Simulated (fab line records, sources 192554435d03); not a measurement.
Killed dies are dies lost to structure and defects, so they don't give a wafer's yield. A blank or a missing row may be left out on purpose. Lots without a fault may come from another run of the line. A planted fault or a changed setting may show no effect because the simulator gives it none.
Tool commonality check | flow n5_finfet | 9 lots, 26 wafers sampled

WHY IT WAS OPENED
At N5_BEOL_M11_THK_MEAS_01 the reading M11_ILD_THK is flagged on 2 of 9 lots. Wafers without a fault read 268 nm, standard deviation 3.4.
Rule: a lot is flagged when every wafer of it that has a number lies more than 4 standard deviations from that mean, or none has a number. The other lots count as sound.

lot  | measured     | on            | M11_ILD_THK (nm), wafer by wafer | flag
L945 | day 11 07:31 | film_metro-01 | 266 270 271                      |
L947 | day 11 18:24 | film_metro-01 | 264 273                          |
L950 | day 12 18:20 | film_metro-02 | 264 268 262                      |
L952 | day 13 11:07 | film_metro-02 | 269 264 270                      |
L954 | day 14 05:57 | film_metro-01 | 166 167 166                      | FLAGGED
L955 | day 14 07:20 | film_metro-01 | 171 170 171                      | FLAGGED
L964 | day 15 15:33 | film_metro-01 | 267 267 271                      |
L967 | day 17 17:02 | film_metro-02 | 262 271 273                      |
L968 | day 18 13:59 | film_metro-01 | 267 264 265                      |
The numbers of the flagged lots are 168 nm on average: -100 nm against the usual, or -29 standard deviations.

WHICH TOOL RAN EACH LOT
The record holds 4 process steps before the reading, out of a route of 1938 steps. In each cell: the tool, then ch and the chambers that the sampled wafers went through, then the start.
lot  | flag    | N5_BEOL_M10_ETCH_41                           | N5_BEOL_M10_STRIP_77                          | N5_BEOL_M10_ALD_74                  | N5_BEOL_M11_ILD_DEP_00
L945 |         | rie_diel-04 ch 1,3, day 11 03:52 or earlier   | rie_diel-04 ch 1,3, day 11 03:52 or earlier   | ald_metal-03 ch 1,2,3, day 11 03:52 | pecvd-04 ch 1,2, day 11 06:53
L947 |         | rie_diel-03 ch 0,3, day 11 15:58 or earlier   | rie_diel-03 ch 0,3, day 11 15:58 or earlier   | ald_metal-02 ch 1,2, day 11 15:58   | pecvd-04 ch 0,2, day 11 17:49
L950 |         | rie_diel-04 ch 0,1,2, day 12 15:16 or earlier | rie_diel-04 ch 0,1,2, day 12 15:16 or earlier | ald_metal-03 ch 0,1,2, day 12 15:16 | pecvd-03 ch 0,2, day 12 17:43
L952 |         | rie_diel-03 ch 0,1, day 13 07:11 or earlier   | rie_diel-03 ch 0,1, day 13 07:11 or earlier   | ald_metal-01 ch 1,3, day 13 07:11   | pecvd-03 ch 0,1,2, day 13 10:31
L954 | FLAGGED | rie_diel-04 ch 1,2,3, day 14 03:02 or earlier | rie_diel-04 ch 1,2,3, day 14 03:02 or earlier | ald_metal-03 ch 2,3, day 14 03:02   | pecvd-03 ch 1,2, day 14 05:22
L955 | FLAGGED | rie_diel-01 ch 0,1, day 14 03:44 or earlier   | rie_diel-01 ch 0,1, day 14 03:44 or earlier   | ald_metal-01 ch 0,1,3, day 14 03:44 | pecvd-03 ch 1,2, day 14 06:44
L964 |         | rie_diel-01 ch 1,2, day 15 13:24 or earlier   | rie_diel-01 ch 1,2, day 15 13:24 or earlier   | ald_metal-01 ch 1,3, day 15 13:24   | pecvd-04 ch 1,2, day 15 14:57
L967 |         | rie_diel-01 ch 0,2, day 17 12:46 or earlier   | rie_diel-01 ch 0,2, day 17 12:46 or earlier   | ald_metal-01 ch 1,2, day 17 12:46   | pecvd-01 ch 1,2, day 17 16:26
L968 |         | rie_diel-01 ch 0,1,2, day 18 10:00 or earlier | rie_diel-01 ch 0,1,2, day 18 10:00 or earlier | ald_metal-02 ch 0,1,2, day 18 10:00 | pecvd-01 ch 0,1,2, day 18 13:24
What these steps do:
- N5_BEOL_M10_ETCH_41: etches SiCN in CH3F/O2, target depth 42.6 nm, time 86 s.
- N5_BEOL_M10_STRIP_77: strips in N2/H2, time 10 s.
- N5_BEOL_M10_ALD_74: deposits TaN, target thk 2 nm, pulse time 2 s, purge time 3 s.
- N5_BEOL_M11_ILD_DEP_00: deposits SiCOH lowk from DEMS/porogen, target thk 308.51 nm, time 58 s.
- N5_BEOL_M11_THK_MEAS_01

FLAGGED OVER TOTAL, TOOL BY TOOL (the gauges that took the reading come last)
step                    | tool          | lots run | flagged | share of the flagged lots | sound lots run after its first flagged lot
N5_BEOL_M10_ETCH_41     | rie_diel-01   | 4        | 1       | some                      | 3 (L964,L967,L968)
N5_BEOL_M10_ETCH_41     | rie_diel-03   | 2        | 0       | none                      | -
N5_BEOL_M10_ETCH_41     | rie_diel-04   | 3        | 1       | some                      | 0
N5_BEOL_M10_STRIP_77    | rie_diel-01   | 4        | 1       | some                      | 3 (L964,L967,L968)
N5_BEOL_M10_STRIP_77    | rie_diel-03   | 2        | 0       | none                      | -
N5_BEOL_M10_STRIP_77    | rie_diel-04   | 3        | 1       | some                      | 0
N5_BEOL_M10_ALD_74      | ald_metal-01  | 4        | 1       | some                      | 2 (L964,L967)
N5_BEOL_M10_ALD_74      | ald_metal-02  | 2        | 0       | none                      | -
N5_BEOL_M10_ALD_74      | ald_metal-03  | 3        | 1       | some                      | 0
N5_BEOL_M11_ILD_DEP_00  | pecvd-01      | 2        | 0       | none                      | -
N5_BEOL_M11_ILD_DEP_00  | pecvd-03      | 4        | 2       | all                       | 0
N5_BEOL_M11_ILD_DEP_00  | pecvd-04      | 3        | 0       | none                      | -
N5_BEOL_M11_THK_MEAS_01 | film_metro-01 | 6        | 2       | all                       | 2 (L964,L968)
N5_BEOL_M11_THK_MEAS_01 | film_metro-02 | 3        | 0       | none                      | -
N5_BEOL_M10_ETCH_41 gives no start for some lots, so the hours and the order of its lots are those of N5_BEOL_M10_ALD_74. N5_BEOL_M10_STRIP_77 gives no start for some lots, so the hours and the order of its lots are those of N5_BEOL_M10_ALD_74.

WHAT THE TABLE ALLOWS
2 rows of the table ran every flagged lot: pecvd-03 at N5_BEOL_M11_ILD_DEP_00, film_metro-01 at N5_BEOL_M11_THK_MEAS_01.
- pecvd-03 at N5_BEOL_M11_ILD_DEP_00: 2 of its 4 lots flagged. Its last sound lot is L952 (day 13 10:31), its first flagged lot L954 (day 14 05:22): a fault that began between those two fits. Its own readings lie more than 4 standard deviations out on every wafer of the flagged lots: run_length_s.
- film_metro-01 at N5_BEOL_M11_THK_MEAS_01: 2 of its 6 lots flagged. Sound lots ran on it after the first flagged one (L964, L968), which a lasting fault on the whole tool wouldn't allow.
One tool is left: pecvd-03 at N5_BEOL_M11_ILD_DEP_00.

WHAT THE SIMULATOR HAD PUT IN
Process parameter drift: pecvd-03, from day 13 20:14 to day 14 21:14, at N5_BEOL_M11_ILD_DEP_00. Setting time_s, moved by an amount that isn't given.
Lots struck among those shown: L954, L955. The rule above found the same.
